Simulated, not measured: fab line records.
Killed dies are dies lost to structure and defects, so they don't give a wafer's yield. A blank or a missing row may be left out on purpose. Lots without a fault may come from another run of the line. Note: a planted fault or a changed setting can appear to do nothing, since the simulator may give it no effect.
Struck lot and sound lot, side by side + flow n5Finfet + 17 out of 1938 route steps
Sound: these wafers, L599.3, L599.4, L599.5. Struck: wafer L611.3. (L611.4, L611.6 of the same lot were not struck and are left out.) The cause comes at the end.
At each step with rows: each side's tool, then ch and its chambers, then its first start. Under that, the readings that differ: sound wafers + struck wafers + difference of the means + sigmas: that difference in standard deviations of wafers without a fault.
alike: readings with means less than 2 such deviations apart, plus words and numbers identical on both sides. not compared: withheld readings, readings lacking a value on some wafer, bounds such as >300 that could conceal the same value, and numbers that have no deviation in the record and whose values overlap.
The two part at a step that has a row with sigmas, a row that says differs or no value, or rows on one side only. Non-overlapping numbers with no deviation appear without sigmas and do not part them. A reading that every wafer of one side lacks parts them only if that side has two wafers or more.

N5_SDB_OVL_MEAS_12:
  sound on overlay-02 ch 0, day 5 20:58; struck on overlay-01 ch 0, day 8 15:16
  alike: SDB_OVL
N5_SDB_INSPECT_13: inspects for defects (brightfield).
  sound: defectInspect-02 at day 5 20:59; struck: defectInspect-02 at day 8 15:17
| reading        | sound     | struck | difference | sigmas |
|----------------|-----------|--------|------------|--------|
| rawDefectCount | 129 58 61 | 174    | +91        | +3     |
then, 1 step without rows for these wafers: N5_SDB_DESCUM_16 (chemistry O2, time 7.9 s).
N5_SDB_ETCH_17: etches SiARC in CF4, target depth 23.4 nm, time 39 s.
  sound on rieDiel-05 ch 0,3, day 5 21:04; struck on rieDiel-05 ch 1, day 8 15:22
  alike: drypumpMotorCurrentA, etchRfOnTimeS, oesProductAu, rfVppV, showerheadPlenumPTorr, throttleValvePct
  not compared: rfHoursCounterH
N5_SDB_ETCH_18: etches SOC in N2/H2, target depth 100 nm, overetch 20 nm, time 150 s.
  sound on rieDiel-05 ch 0,3, day 5 21:06; struck on rieDiel-05 ch 1, day 8 15:23
  alike: drypumpMotorCurrentA, oesProductAu, rfVppV, showerheadPlenumPTorr, throttleValvePct
  not compared: rfHoursCounterH
then, 1 step without rows for these wafers: N5_SDB_STRIP_19 (strips in N2/H2).
N5_SDB_STRIP_21: strips in CF4.
  sound on rieDiel-05 ch 0,3, day 5 21:14; struck on rieDiel-05 ch 1, day 8 15:32
  alike: drypumpMotorCurrentA, oesProductAu, rfVppV, showerheadPlenumPTorr, throttleValvePct
  not compared: rfHoursCounterH
N5_SDB_HM_OPEN_20: chemistry CH3F/O2, target SiNx, stops on poly-Si, target depth 24 nm.
  sound on rieDiel-05 ch 0,3, day 5 21:15; struck on rieDiel-05 ch 1, day 8 15:33
  alike: drypumpMotorCurrentA, oesProductAu, rfVppV, showerheadPlenumPTorr, throttleValvePct
  not compared: rfHoursCounterH
then, 3 steps without rows for these wafers: N5_SDB_STRIP_22 (strips in N2/H2); N5_SDB_PRECLEAN_23 (cleans in dHF, time 30 s); N5_SDB_DUMMY_REMOVE_24 (chemistry TMAH, target poly-Si, stops on SiO2, target depth 142 nm, time 57 s, rinse time 30 s).
N5_SDB_ETCH_25: etches SiO2 in C4F6/O2, target depth 10 nm, time 3.3 s.
  sound on rieDiel-05 ch 0,1,2, day 5 21:34; struck on rieDiel-06 ch 1, day 8 16:01
| reading              | sound             | struck | difference | sigmas |
|----------------------|-------------------|--------|------------|--------|
| throttleValvePct (%) | 21.24 21.19 21.35 | 20.95  | -0.31      | -2     |
  alike: drypumpMotorCurrentA, oesProductAu, rfVppV, showerheadPlenumPTorr
  not compared: rfHoursCounterH
N5_SDB_CUT_ETCH_26: etches Si in HBr/Cl2/O2, target depth 129.6 nm, bt time 20 s, time 51.8 s.
  sound on rieSi-01 ch 0,2,3, day 5 21:38; struck on rieSi-02 ch 2, day 8 16:07
| reading                                | sound             | struck | difference | sigmas |
|----------------------------------------|-------------------|--------|------------|--------|
| model.etch.depthNm (nm)                | 130.2 130.9 127.2 | 173.7  | +44.3      |        |
| model.SDB.featureDepthNm (nm)          | 130.2 131 127.2   | 173.8  | +44.3      |        |
| model.SiNx_of_SDB_HM_DEP_00.thkNm (nm) | 21.6 22.6 22.2    | 16     | -6         |        |
  alike: drypumpMotorCurrentA, oesProductAu, throttleValvePct
  not compared: rfHoursCounterH
N5_SDB_PRECLEAN_38: cleans in dHF, time 10 s.
  sound on wetBench-03 ch 3,4,5, day 5 21:46; struck on wetBench-05 ch 5, day 8 16:13
| reading                                | sound          | struck | difference | sigmas |
|----------------------------------------|----------------|--------|------------|--------|
| model.SiNx_of_SDB_HM_DEP_00.thkNm (nm) | 21.6 22.6 22.2 | 16     | -6         |        |
then, 1 step without rows for these wafers: N5_SDB_PRECLEAN_39 (cleans in O3/DIW, time 45 s).
-- the record jumps here: 6 days lie between the struck wafers' starts before and after (it left off in module SDB and takes up again in module BEOL_M4, whose first step shown is number 1111 of the route) --
N5_BEOL_M4_RC_MEAS_101:
  sound on prober-01 ch 0, day 11 06:15; struck on prober-02 ch 0, day 14 17:16
| reading   | sound          | struck | difference | sigmas |
|-----------|----------------|--------|------------|--------|
| VT_P (mV) | -253 -253 -256 | -246   | +8         | +2     |
  alike: DIBL_N, DIBL_P, IOFF_N, IOFF_P, ION_N, ION_P, SS_N, SS_P, VT_N
next, for these wafers, 1 step has no rows: N5_PASSIVATION_PROBE_49.

== WHERE THEY PART ==
Last at N5_BEOL_M4_RC_MEAS_101 as far as this record goes, first at N5_SDB_INSPECT_13.

WHY: the cause the simulator had injected
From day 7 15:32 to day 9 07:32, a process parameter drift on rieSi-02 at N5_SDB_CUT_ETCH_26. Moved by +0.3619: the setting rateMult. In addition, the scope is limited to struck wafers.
